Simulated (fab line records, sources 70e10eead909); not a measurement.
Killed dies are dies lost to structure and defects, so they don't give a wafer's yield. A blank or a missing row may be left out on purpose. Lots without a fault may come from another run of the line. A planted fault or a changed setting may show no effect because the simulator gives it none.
Chamber matching | flow nand_harc | NHARC_A_CHANNEL_HOLE_D1_ETCH_44 on rie_diel-06: 4 sister chambers
The step etches the open film in CF4/O2, target depth 140 nm, overetch 14 nm, time 77 s. 22 wafers are shown with their chamber, then 11 later ones without.

WAFERS WITH THEIR CHAMBER
wafer  | chamber | drypump_motor_current_A (A) | rf_vpp_V (V) | oes_product_au (a.u.)
L381.2 | 0       | 6.0                         | 197.9        | 1.007
L381.3 | 1       | 5.5                         | 199.3        | 1.010
L381.6 | 1       | 5.5                         | 200.2        | 1.004
L384.2 | 2       | 5.8                         | 195.9        | 1.001
L384.5 | 1       | 5.6                         | 199.9        | 1.014
L384.6 | 0       | 5.9                         | 196.4        | 1.001
L385.2 | 0       | 6.0                         | 197.4        | 1.003
L385.5 | 1       | 5.6                         | 199.0        | 1.002
L385.6 | 0       | 6.0                         | 197.2        | 1.001
L386.1 | 0       | 6.0                         | 197.4        | 0.993
L386.5 | 3       | 6.5                         | 198.6        | 0.989
L386.6 | 2       | 5.8                         | 196.0        | 1.008
L387.1 | 3       | 6.6                         | 196.7        | 0.993
L387.2 | 0       | 5.9                         | 197.7        | 1.005
L387.6 | 0       | 5.9                         | 198.6        | 1.008
L388.2 | 3       | 6.5                         | 197.9        | 0.992
L388.3 | 2       | 5.8                         | 197.1        | 0.987
L388.5 | 1       | 5.5                         | 199.1        | 1.012
L396.1 | 1       | 5.6                         | 198.2        | 1.000
L396.3 | 3       | 6.5                         | 197.1        | 1.001
L396.5 | 0       | 6.0                         | 197.2        | 0.993
L401.1 | 1       | 5.6                         | 199.2        | 0.999

SIGNATURES (means of the wafers above)
reading                 | chamber 0 | chamber 1 | chamber 2 | chamber 3 | scatter within a chamber
drypump_motor_current_A | 5.963     | 5.557     | 5.800     | 6.525     | 0.0491
rf_vpp_V                | 197.475   | 199.271   | 196.333   | 197.575   | 0.682
oes_product_au          | 1.00137   | 1.00586   | 0.99867   | 0.99375   | 0.0065
Rule: a wafer's distance from a chamber is the root of the sum, over the readings, of the square of ((its reading less the chamber's mean) divided by the reading's scatter). The wafer belongs to the nearest chamber; if the next one is less than 2 further off, it can't be placed. The scatter: the root of (the sum of the squares of (reading less its chamber's mean) over the shown wafers, divided by (wafers less chambers)).

WAFERS WITHOUT THEIR CHAMBER
wafer  | drypump_motor_current_A (A) | rf_vpp_V (V) | oes_product_au (a.u.)
L401.3 | 6.0                         | 197.7        | 0.995
L401.4 | 6.5                         | 198.3        | 1.013
L403.3 | 5.8                         | 196.8        | 1.002
L403.4 | 5.9                         | 197.6        | 0.984
L403.5 | 6.5                         | 197.1        | 0.988
L402.1 | 5.6                         | 198.8        | 1.008
L402.2 | 6.6                         | 196.1        | 1.014
L402.3 | 5.8                         | 198.6        | 1.011
L404.1 | 5.5                         | 199.4        | 0.996
L404.5 | 5.8                         | 195.0        | 1.007
L404.6 | 6.5                         | 198.0        | 0.997

WHICH CHAMBER EACH WENT THROUGH
wafer  | from the rows above          | in truth
L401.3 | 0                            | 0
L401.4 | 3                            | 3
L403.3 | 2                            | 2
L403.4 | can't be placed: 0 or 2      | 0
L403.5 | 3                            | 3
L402.1 | 1                            | 1
L402.2 | 3                            | 3
L402.3 | can't be placed: 2 or 0 or 1 | 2
L404.1 | 1                            | 1
L404.5 | 2                            | 2
L404.6 | 3                            | 3
Placed correctly: 9 of 11. Can't be placed from these rows: 2 (the true chamber is among the candidates in 2). Placed wrongly: 0.
